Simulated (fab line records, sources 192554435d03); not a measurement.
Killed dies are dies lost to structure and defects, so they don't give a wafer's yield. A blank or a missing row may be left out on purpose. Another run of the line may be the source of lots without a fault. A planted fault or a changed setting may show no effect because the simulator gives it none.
What tool caused it?	flow n5-finfet	Sampling: 10 lots, 25 wafers, 2 of 1938 route steps

## WHAT EACH GAUGE READ, for each wafer
N5_SDB_CD_MEAS_11: the cd target is 50 nm.
lot	measured	on	cd-nm (nm)
L627	day 3 15:44	cd-sem-01	51.5 52.3 51.8
L628	day 4 01:49	cd-sem-03	50.4 52.6
L630	day 4 21:14	cd-sem-02	51.2 49.8
L631	day 5 00:11	cd-sem-02	47.4 51.8
L632	day 5 05:59	cd-sem-02	51.3 51.4
L634	day 5 16:01	cd-sem-03	48.6 48.8 50.8
L636	day 6 02:56	cd-sem-02	50.5 50.0 50.7
L638	day 6 14:38	cd-sem-02	50.0 50.0
L648	day 9 01:20	cd-sem-02	43.2 43.7 42.4
L649	day 9 09:31	cd-sem-02	42.3 41.2 41.2

## TOOL THAT RAN EACH LOT (tool first, then ch and the chambers of the sampled wafers, then the start)
lot	N5_SDB_EXPOSE_08
L627	arfi-scanner-03 ch 0, day 3 15:37
L628	arfi-scanner-03 ch 0, day 4 01:43
L630	arfi-scanner-01 ch 0, day 4 21:06
L631	arfi-scanner-02 ch 0, day 5 00:05
L632	arfi-scanner-02 ch 0, day 5 05:52
L634	arfi-scanner-03 ch 0, day 5 15:53
L636	arfi-scanner-03 ch 0, day 6 02:49
L638	arfi-scanner-01 ch 0, day 6 14:31
L648	arfi-scanner-02 ch 0, day 9 01:13
L649	arfi-scanner-02 ch 0, day 9 09:24
- N5_SDB_EXPOSE_08: exposes mask SDB.

## THE ANSWER, worked out from the rows above alone
Rule: the usual values come from the lots themselves. The widest of any qualifying gaps counts: lots, ordered by their means at a reading, are off when they make up no more than a third of the lots, leave a main group of 4 or more, and stand apart from it by 3 or more times the standard deviation of that group's means. If all means in a main group match to the digits the tables above print for the reading, that group is not used. A lot without any number at a reading at which 4 lots or more have one is off too. Any other lot the step has rows for is counted as sound.
Off, at N5_SDB_CD_MEAS_11 on cd-nm: L648, L649. The main group: mean 50.6 nm, standard deviation 0.85.
If a tool, at a process step before that reading, ran all the lots that are off and no sound lot after the first of them, it fits. The gauges at N5_SDB_CD_MEAS_11 are tried like those tools. This does not decide it: 2 tools fit, namely arfi-scanner-02 at N5_SDB_EXPOSE_08 and cd-sem-02 at N5_SDB_CD_MEAS_11.

## WHAT THE SIMULATOR HAD PUT IN
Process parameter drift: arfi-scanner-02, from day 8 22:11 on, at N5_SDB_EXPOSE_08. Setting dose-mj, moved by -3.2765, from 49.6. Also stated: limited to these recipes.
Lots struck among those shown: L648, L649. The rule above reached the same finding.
